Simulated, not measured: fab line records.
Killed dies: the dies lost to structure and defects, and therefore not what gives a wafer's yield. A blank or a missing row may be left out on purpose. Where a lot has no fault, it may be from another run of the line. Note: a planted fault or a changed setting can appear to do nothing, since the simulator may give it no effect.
Which tool did it? | flow n5_finfet | 24 lots with 72 wafers sampled at 6 steps, on a route of 1938 steps

== WHAT EACH GAUGE READ, for each wafer ==
N5_BEOL_M7_CD_MEAS_18: pitch 80 nm, target cd 40 nm.
lot  | measured     | on        | cd_nm (nm)
L074 | day 9 10:02  | cd_sem-01 | 39.9 40.3 39.6
L075 | day 10 09:17 | cd_sem-02 | 41.1 40.5 40.6
L076 | day 10 12:55 | cd_sem-02 | 40.3 39.8 39.3
L077 | day 10 15:58 | cd_sem-01 | 40.1 38.6 40.0
L079 | day 10 19:07 | cd_sem-01 | 39.5 39.4 39.5
L078 | day 10 19:51 | cd_sem-01 | 39.3 40.2 39.7
L080 | day 11 00:02 | cd_sem-02 | 40.0 40.6 39.7
L081 | day 11 00:27 | cd_sem-02 | 40.8 38.9 39.4
L083 | day 11 21:48 | cd_sem-01 | 39.6 40.4 40.8
L082 | day 12 04:23 | cd_sem-02 | 39.7 40.5 40.0
L084 | day 12 12:40 | cd_sem-01 | 41.3 40.6 40.4
L086 | day 12 15:50 | cd_sem-02 | 40.8 39.6 40.8
L087 | day 13 00:23 | cd_sem-01 | 39.6 42.1 40.7
L085 | day 13 00:40 | cd_sem-02 | 40.3 41.3 41.0
L088 | day 13 02:46 | cd_sem-02 | 41.7 41.0 41.1
L090 | day 13 23:43 | cd_sem-01 | 40.0 41.1 40.4
L091 | day 14 03:19 | cd_sem-02 | 40.5 40.3 40.5
L089 | day 14 03:24 | cd_sem-02 | 40.0 39.3 39.6
L093 | day 14 12:14 | cd_sem-01 | 38.1 39.9 40.9
L092 | day 14 11:43 | cd_sem-01 | 39.7 40.0 40.1
L096 | day 15 04:25 | cd_sem-01 | 40.4 41.5 40.1
L094 | day 15 04:46 | cd_sem-02 | 40.4 39.3 39.9
L095 | day 15 07:18 | cd_sem-01 | 40.2 40.9 40.2
L097 | day 16 07:49 | cd_sem-03 | 39.5 39.6 40.8

N5_BEOL_M7_CD_MEAS_35 targets a cd of 40 nm.
lot  | measured     | on        | cd_nm (nm)
L074 | day 9 11:12  | cd_sem-01 | 40.2 40.4 39.8
L075 | day 10 10:41 | cd_sem-01 | 41.4 41.0 40.7
L076 | day 10 13:56 | cd_sem-01 | 40.3 40.2 38.8
L077 | day 10 17:38 | cd_sem-01 | 40.2 38.9 40.0
L079 | day 10 20:29 | cd_sem-02 | 40.0 39.3 39.3
L078 | day 10 22:16 | cd_sem-01 | 39.3 40.0 39.8
L080 | day 11 01:16 | cd_sem-02 | 39.7 40.2 39.6
L081 | day 11 01:40 | cd_sem-02 | 40.7 38.9 39.5
L083 | day 12 00:43 | cd_sem-02 | 39.7 40.2 40.6
L082 | day 12 06:10 | cd_sem-01 | 39.9 40.8 40.1
L084 | day 12 13:47 | cd_sem-02 | 41.5 40.2 40.9
L086 | day 12 19:37 | cd_sem-01 | 40.9 40.1 40.4
L087 | day 13 01:56 | cd_sem-02 | 39.4 42.4 40.8
L085 | day 13 02:14 | cd_sem-01 | 40.8 41.9 41.0
L088 | day 13 04:37 | cd_sem-01 | 41.3 40.9 41.2
L090 | day 14 01:53 | cd_sem-01 | 40.3 41.0 40.0
L091 | day 14 06:05 | cd_sem-01 | 40.7 40.2 40.0
L089 | day 14 06:43 | cd_sem-02 | 40.2 38.9 39.6
L093 | day 14 20:59 | cd_sem-02 | 38.0 39.3 40.9
L092 | day 14 21:23 | cd_sem-02 | 39.7 39.9 40.3
L096 | day 15 05:50 | cd_sem-01 | 40.9 41.7 39.7
L094 | day 15 05:54 | cd_sem-01 | 40.3 39.4 40.3
L095 | day 15 10:05 | cd_sem-01 | 40.4 40.9 40.5
L097 | day 16 09:25 | cd_sem-01 | 39.4 39.5 41.0

== WHAT TOOL EACH LOT RAN ON (gives the tool, then ch and the chambers of the sampled wafers, and finally the start) ==
lot  | N5_BEOL_M6_CURE_75            | N5_BEOL_M6_CMP_52             | N5_BEOL_M6_DEP_56               | N5_BEOL_M7_DESCUM_16
L074 | uv_cure-01 ch 1, day 9 04:26  | cmp-02 ch 1,2,3, day 9 06:38  | pecvd-01 ch 0,1,2, day 9 06:55  | rie_diel-03 ch 0,1,3, day 9 09:24
L075 | uv_cure-02 ch 1, day 10 02:52 | cmp-03 ch 1,2,3, day 10 07:00 | pecvd-01 ch 0,1,2, day 10 07:17 | rie_diel-04 ch 0,1,2, day 10 08:44
L076 | uv_cure-01 ch 1, day 10 06:44 | cmp-01 ch 1,2, day 10 09:34   | pecvd-04 ch 0,1,2, day 10 09:55 | rie_diel-03 ch 0,1, day 10 12:19
L077 | uv_cure-01 ch 0, day 10 11:38 | cmp-03 ch 0,2,3, day 10 13:32 | pecvd-04 ch 0, day 10 13:52     | rie_diel-04 ch 1,2, day 10 15:29
L079 | uv_cure-02 ch 0, day 10 11:59 | cmp-03 ch 0,2,3, day 10 14:21 | pecvd-01 ch 0,1, day 10 14:43   | rie_diel-01 ch 1,2, day 10 18:23
L078 | uv_cure-01 ch 1, day 10 14:20 | cmp-02 ch 0,2,3, day 10 16:35 | pecvd-03 ch 0,1,2, day 10 16:50 | rie_diel-04 ch 0,1,3, day 10 19:05
L080 | uv_cure-02 ch 1, day 10 17:56 | cmp-03 ch 1,2,3, day 10 20:49 | pecvd-04 ch 0,1,2, day 10 21:10 | rie_diel-04 ch 1,2,3, day 10 23:34
L081 | uv_cure-03 ch 1, day 10 19:59 | cmp-01 ch 0,3, day 10 21:58   | pecvd-04 ch 0,1,2, day 10 22:17 | rie_diel-04 ch 2,3, day 10 23:54
L083 | uv_cure-02 ch 2, day 11 15:03 | cmp-02 ch 1,2,3, day 11 18:10 | pecvd-04 ch 1,2, day 11 18:27   | rie_diel-04 ch 2,3, day 11 21:17
L082 | uv_cure-03 ch 1, day 11 21:24 | cmp-03 ch 0,1,2, day 12 01:05 | pecvd-03 ch 0,1, day 12 01:24   | rie_diel-04 ch 0,2, day 12 03:41
L084 | uv_cure-01 ch 2, day 12 06:13 | cmp-03 ch 0,1, day 12 08:22   | pecvd-01 ch 0,2, day 12 08:43   | rie_diel-04 ch 0,3, day 12 12:11
L086 | uv_cure-01 ch 0, day 12 11:28 | cmp-01 ch 1,2,3, day 12 13:24 | pecvd-04 ch 0,1,2, day 12 13:46 | rie_diel-04 ch 0,1,3, day 12 15:15
L087 | uv_cure-01 ch 2, day 12 18:14 | cmp-01 ch 1,2,3, day 12 20:51 | pecvd-01 ch 0,2, day 12 21:10   | rie_diel-04 ch 0,1,2, day 12 23:54
L085 | uv_cure-02 ch 0, day 12 18:28 | cmp-01 ch 1,2,3, day 12 21:38 | pecvd-01 ch 0,1,2, day 12 21:59 | rie_diel-04 ch 0,3, day 13 00:10
L088 | uv_cure-02 ch 1, day 12 22:37 | cmp-03 ch 1,2, day 13 00:03   | pecvd-01 ch 0,1, day 13 00:25   | rie_diel-01 ch 1,2, day 13 02:18
L090 | uv_cure-03 ch 1, day 13 17:48 | cmp-02 ch 0,2, day 13 19:44   | pecvd-04 ch 1,2, day 13 20:06   | rie_diel-01 ch 1,2,3, day 13 23:14
L091 | uv_cure-01 ch 0, day 13 19:13 | cmp-02 ch 0,2,3, day 13 23:42 | pecvd-01 ch 0,2, day 14 00:01   | rie_diel-01 ch 0,2,3, day 14 02:46
L089 | uv_cure-01 ch 1, day 13 22:24 | cmp-02 ch 1,2, day 14 00:28   | pecvd-03 ch 0,1,2, day 14 00:50 | rie_diel-04 ch 1,3, day 14 02:56
L093 | uv_cure-01 ch 0, day 14 06:14 | cmp-02 ch 0,1,3, day 14 09:05 | pecvd-04 ch 0,1,2, day 14 09:22 | rie_diel-03 ch 0,2,3, day 14 11:41
L092 | uv_cure-02 ch 0, day 14 06:29 | cmp-01 ch 1,2, day 14 09:03   | pecvd-03 ch 1,2, day 14 09:24   | rie_diel-03 ch 1,2,3, day 14 11:10
L096 | uv_cure-01 ch 0, day 14 22:29 | cmp-02 ch 0,1,3, day 15 00:44 | pecvd-04 ch 0,2, day 15 01:04   | rie_diel-03 ch 0,1,3, day 15 03:58
L094 | uv_cure-01 ch 1, day 14 23:50 | cmp-02 ch 0,1, day 15 01:22   | pecvd-03 ch 1, day 15 01:42     | rie_diel-04 ch 0,2, day 15 04:19
L095 | uv_cure-02 ch 1, day 15 00:56 | cmp-01 ch 0,2,3, day 15 04:10 | pecvd-03 ch 0,1, day 15 04:31   | rie_diel-04 ch 0,1,2, day 15 06:45
L097 | uv_cure-02 ch 0, day 16 01:38 | cmp-03 ch 0,1, day 16 04:38   | pecvd-01 ch 0,1,2, day 16 05:00 | rie_diel-04 ch 0,1,2, day 16 07:22
- N5_BEOL_M6_CURE_75: cures SiCOH lowk, time 120 s.
- N5_BEOL_M6_CMP_52: polishes, stops on SiCOH lowk, t overpolish 6.9 s, target thk 80 nm.
- N5_BEOL_M6_DEP_56: deposits SiCN from 3MS/NH3, target thk 10 nm, time 17.5 s.
- N5_BEOL_M7_DESCUM_16: chemistry O2, time 7.9 s.

== WHAT THE TOOLS THEMSELVES READ (means of the sampled wafers that have a number; where no wafer has one, the mark that the record gives instead) ==
N5_BEOL_M6_CURE_75.
lot  | tool       | lamp_power_pct (%) | wafer_temp_C_max
L074 | uv_cure-01 | 52.33              | 371.5
L075 | uv_cure-02 | 52.37              | 372.2
L076 | uv_cure-01 | 52.29              | 371.4
L077 | uv_cure-01 | 52.28              | 371.6
L079 | uv_cure-02 | 52.32              | 373.0
L078 | uv_cure-01 | 52.30              | 371.5
L080 | uv_cure-02 | 52.36              | 372.1
L081 | uv_cure-03 | 52.37              | 372.1
L083 | uv_cure-02 | 52.31              | 371.6
L082 | uv_cure-03 | 52.32              | 372.0
L084 | uv_cure-01 | 52.28              | 371.2
L086 | uv_cure-01 | 52.33              | 371.5
L087 | uv_cure-01 | 52.31              | 371.2
L085 | uv_cure-02 | 52.35              | 372.3
L088 | uv_cure-02 | 52.33              | 372.4
L090 | uv_cure-03 | 52.31              | 372.1
L091 | uv_cure-01 | 52.32              | 371.4
L089 | uv_cure-01 | 52.23              | 371.4
L093 | uv_cure-01 | 52.32              | 371.1
L092 | uv_cure-02 | 52.27              | 372.7
L096 | uv_cure-01 | 52.29              | 371.3
L094 | uv_cure-01 | 52.37              | 371.3
L095 | uv_cure-02 | 52.32              | 372.3
L097 | uv_cure-02 | 52.29              | 372.2

N5_BEOL_M6_CMP_52.
lot  | tool   | barrier_field_endpoint_s (s) | motor_current_A (A) | overpolish_run_s (s) | slurry_flow_ml_min | time_to_endpoint_s (s)
L074 | cmp-02 | 28.7                         | 5.3                 | 6.895                | 150.0              | 62
L075 | cmp-03 | 30.0                         | 5.8                 | 6.900                | 149.6              | 62
L076 | cmp-01 | 30.2                         | 6.1                 | 6.901                | 149.7              | 65
L077 | cmp-03 | 27.7                         | 5.9                 | 6.906                | 149.9              | 57
L079 | cmp-03 | 27.9                         | 5.9                 | 6.900                | 149.7              | 62
L078 | cmp-02 | 29.7                         | 5.6                 | 6.900                | 150.3              | 63
L080 | cmp-03 | 28.9                         | 6.3                 | 6.898                | 150.1              | 58
L081 | cmp-01 | 27.2                         | 6.0                 | 6.899                | 150.3              | 57
L083 | cmp-02 | 28.9                         | 5.2                 | 6.897                | 149.7              | 61
L082 | cmp-03 | 27.7                         | 6.2                 | 6.898                | 150.0              | 58
L084 | cmp-03 | 29.2                         | 6.5                 | 6.897                | 149.9              | 59
L086 | cmp-01 | 28.7                         | 5.9                 | 6.905                | 150.1              | 61
L087 | cmp-01 | 28.8                         | 5.9                 | 6.898                | 149.7              | 62
L085 | cmp-01 | 28.4                         | 6.0                 | 6.904                | 149.4              | 60
L088 | cmp-03 | 29.8                         | 6.6                 | 6.898                | 149.9              | 62
L090 | cmp-02 | 30.5                         | 5.3                 | 6.903                | 150.5              | 68
L091 | cmp-02 | 28.4                         | 5.7                 | 6.896                | 150.1              | 64
L089 | cmp-02 | 29.2                         | 5.3                 | 6.903                | 150.5              | 64
L093 | cmp-02 | 29.1                         | 5.7                 | 6.887                | 150.3              | 64
L092 | cmp-01 | 28.7                         | 5.7                 | 6.893                | 150.3              | 59
L096 | cmp-02 | 29.4                         | 5.8                 | 6.900                | 149.7              | 65
L094 | cmp-02 | 28.8                         | 5.7                 | 6.901                | 150.4              | 64
L095 | cmp-01 | 28.5                         | 6.2                 | 6.903                | 150.0              | 61
L097 | cmp-03 | 29.0                         | 6.3                 | 6.897                | 149.8              | 61

N5_BEOL_M6_DEP_56.
lot  | tool     | showerhead_plenum_p_Torr (Torr) | throttle_valve_pct (%)
L074 | pecvd-01 | 3.649                           | 9.3
L075 | pecvd-01 | 3.652                           | 9.3
L076 | pecvd-04 | 3.677                           | 9.2
L077 | pecvd-04 | 3.666                           | 9.7
L079 | pecvd-01 | 3.662                           | 9.4
L078 | pecvd-03 | 3.667                           | 8.5
L080 | pecvd-04 | 3.670                           | 9.6
L081 | pecvd-04 | 3.666                           | 9.4
L083 | pecvd-04 | 3.672                           | 9.7
L082 | pecvd-03 | 3.659                           | 8.7
L084 | pecvd-01 | 3.642                           | 9.1
L086 | pecvd-04 | 3.671                           | 9.4
L087 | pecvd-01 | 3.639                           | 8.9
L085 | pecvd-01 | 3.650                           | 9.3
L088 | pecvd-01 | 3.672                           | 9.7
L090 | pecvd-04 | 3.667                           | 9.5
L091 | pecvd-01 | 3.645                           | 9.2
L089 | pecvd-03 | 3.678                           | 8.8
L093 | pecvd-04 | 3.665                           | 9.5
L092 | pecvd-03 | 3.664                           | 8.5
L096 | pecvd-04 | 3.669                           | 9.3
L094 | pecvd-03 | 3.662                           | 8.8
L095 | pecvd-03 | 3.662                           | 8.7
L097 | pecvd-01 | 3.651                           | 9.4

N5_BEOL_M7_DESCUM_16.
lot  | tool        | drypump_motor_current_A (A) | o2_flow_sccm (sccm) | oes_product_au (a.u.) | rf_vpp_V (V) | showerhead_plenum_p_Torr (Torr) | throttle_valve_pct (%)
L074 | rie_diel-03 | 5.6                         | 225.2               | 0.83                  | 243.0        | 2.11                            | 20.47
L075 | rie_diel-04 | 5.2                         | 224.9               | 0.79                  | 242.8        | 2.06                            | 20.41
L076 | rie_diel-03 | 5.4                         | 225.7               | 0.78                  | 244.0        | 2.13                            | 20.58
L077 | rie_diel-04 | 5.1                         | 225.0               | 0.73                  | 241.8        | 2.02                            | 20.46
L079 | rie_diel-01 | 5.4                         | 225.0               | 0.84                  | 242.2        | 2.02                            | 20.44
L078 | rie_diel-04 | 5.8                         | 225.7               | 0.81                  | 243.4        | 2.09                            | 20.45
L080 | rie_diel-04 | 5.6                         | 225.1               | 0.75                  | 242.4        | 2.05                            | 20.51
L081 | rie_diel-04 | 5.8                         | 224.3               | 0.72                  | 242.0        | 2.04                            | 20.50
L083 | rie_diel-04 | 5.3                         | 225.4               | 0.70                  | 242.7        | 2.00                            | 20.48
L082 | rie_diel-04 | 5.1                         | 224.3               | 0.80                  | 243.2        | 2.05                            | 20.34
L084 | rie_diel-04 | 6.1                         | 224.5               | 0.78                  | 243.4        | 2.07                            | 20.47
L086 | rie_diel-04 | 5.8                         | 224.6               | 0.78                  | 243.8        | 2.08                            | 20.48
L087 | rie_diel-04 | 5.2                         | 225.1               | 0.77                  | 242.6        | 2.05                            | 20.45
L085 | rie_diel-04 | 5.7                         | 224.8               | 0.81                  | 243.5        | 2.08                            | 20.39
L088 | rie_diel-01 | 5.2                         | 225.4               | 0.76                  | 241.5        | 2.00                            | 20.65
L090 | rie_diel-01 | 5.4                         | 225.1               | 0.81                  | 241.7        | 2.05                            | 20.43
L091 | rie_diel-01 | 5.5                         | 224.8               | 0.87                  | 244.1        | 2.13                            | 20.33
L089 | rie_diel-04 | 5.9                         | 224.6               | 0.74                  | 242.4        | 2.07                            | 20.60
L093 | rie_diel-03 | 5.4                         | 224.8               | 0.83                  | 243.9        | 2.11                            | 20.37
L092 | rie_diel-03 | 5.6                         | 225.4               | 0.76                  | 242.8        | 2.07                            | 20.55
L096 | rie_diel-03 | 5.6                         | 225.2               | 0.79                  | 243.1        | 2.10                            | 20.51
L094 | rie_diel-04 | 5.1                         | 224.6               | 0.88                  | 244.2        | 2.14                            | 20.22
L095 | rie_diel-04 | 5.2                         | 224.8               | 0.86                  | 244.3        | 2.13                            | 20.30
L097 | rie_diel-04 | 5.2                         | 225.4               | 0.84                  | 243.6        | 2.13                            | 20.32

== THE ANSWER, worked out from the rows above alone ==
Rule: the usual values come from the lots themselves. The widest of any qualifying gaps counts: lots, ordered by their means at a reading, are off when they make up no more than a third of the lots, leave a main group of 4 or more, and stand apart from it by 3 or more times the standard deviation of that group's means. If all means in a main group match to the digits the tables above print for the reading, that group is not used. A lot without any number at a reading at which 4 lots or more have one is off too. The other lots that the step has rows for count as sound. The gauges are gone through in route order, then the tools' own readings, and for those a lot's mean is taken as printed above. At the first step where some lot is off, the reading lying furthest off is the one used; lots without a number count as furthest.
Nothing can be told from this: no lot is off at any reading shown.

== WHAT HAD BEEN PUT IN BY THE SIMULATOR ==
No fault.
